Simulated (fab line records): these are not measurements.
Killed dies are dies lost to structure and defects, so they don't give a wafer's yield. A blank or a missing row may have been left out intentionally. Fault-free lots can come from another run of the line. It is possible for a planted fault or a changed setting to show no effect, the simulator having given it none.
Matching of chambers | flow n5_finfet | N5_HKMG_FIN_CVD_62 on thermal_cvd_si-02 has 3 sister chambers
The step deposits a-Si from Si2H6, target thk 3 nm, time 20.8 s. 18 wafers are shown with their chamber, then 9 later ones without.

## WAFERS WITH THEIR CHAMBER
wafer  | chamber | heater_power_w (W) | chamber_pressure_Torr (Torr) | susceptor_temp_C (C)
L074.2 | 2       | 1404               | 0.9947                       | 500.46
L074.5 | 1       | 1223               | 1.0008                       | 499.92
L074.6 | 0       | 1470               | 1.0031                       | 500.17
L076.1 | 2       | 1460               | 0.9970                       | 499.85
L076.2 | 1       | 1209               | 1.0028                       | 500.15
L076.4 | 0       | 1448               | 0.9990                       | 499.99
L080.1 | 0       | 1455               | 1.0018                       | 500.07
L080.2 | 1       | 1200               | 1.0008                       | 499.77
L080.6 | 2       | 1403               | 1.0023                       | 499.73
L082.1 | 1       | 1196               | 1.0023                       | 500.28
L082.3 | 0       | 1399               | 1.0039                       | 499.86
L082.6 | 0       | 1443               | 1.0037                       | 499.77
L084.1 | 2       | 1470               | 1.0016                       | 499.85
L084.2 | 0       | 1420               | 1.0033                       | 500.10
L084.5 | 1       | 1200               | 0.9989                       | 500.05
L086.1 | 0       | 1463               | 0.9984                       | 500.02
L086.2 | 1       | 1229               | 0.9990                       | 499.67
L086.6 | 0       | 1405               | 1.0013                       | 500.25

SIGNATURES (averages over the wafers above)
reading               | chamber 0 | chamber 1 | chamber 2 | scatter within a chamber
heater_power_w        | 1437.88   | 1209.50   | 1434.25   | 25.5
chamber_pressure_Torr | 1.001812  | 1.000767  | 0.998900  | 0.00238
susceptor_temp_C      | 500.0288  | 499.9733  | 499.9725  | 0.226
Rule: a wafer lies at a distance from a chamber equal to the root of the sum of squares, over the readings, of (its reading less the chamber's mean, divided by the reading's scatter). If the next closest chamber is less than 2 further off than the closest, the wafer can't be placed; otherwise it belongs to the closest. The scatter: the root of (the sum of the squares of (reading less its chamber's mean) over the shown wafers, divided by (wafers less chambers)).

## WAFERS WITHOUT THEIR CHAMBER
wafer  | heater_power_w (W) | chamber_pressure_Torr (Torr) | susceptor_temp_C (C)
L088.1 | 1484               | 1.0004                       | 499.91
L088.4 | 1504               | 0.9971                       | 500.27
L088.5 | 1415               | 0.9973                       | 499.81
L094.3 | 1455               | 1.0020                       | 500.48
L094.5 | 1464               | 1.0000                       | 500.14
L094.6 | 1436               | 0.9992                       | 500.03
L096.1 | 1224               | 1.0002                       | 500.09
L096.4 | 1479               | 0.9974                       | 499.99
L096.5 | 1212               | 0.9993                       | 499.86

## CHAMBER TAKEN BY EACH
wafer  | from the rows above     | in truth
L088.1 | can't be placed: 0 or 2 | 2
L088.4 | can't be placed: 2 or 0 | 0
L088.5 | can't be placed: 2 or 0 | 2
L094.3 | can't be placed: 0 or 2 | 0
L094.5 | can't be placed: 0 or 2 | 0
L094.6 | can't be placed: 2 or 0 | 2
L096.1 | 1                       | 1
L096.4 | can't be placed: 2 or 0 | 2
L096.5 | 1                       | 1
Correct placement for 2 of the 9. These rows do not allow placing 7 (true chamber among the candidates in 7). 0 placed wrongly.
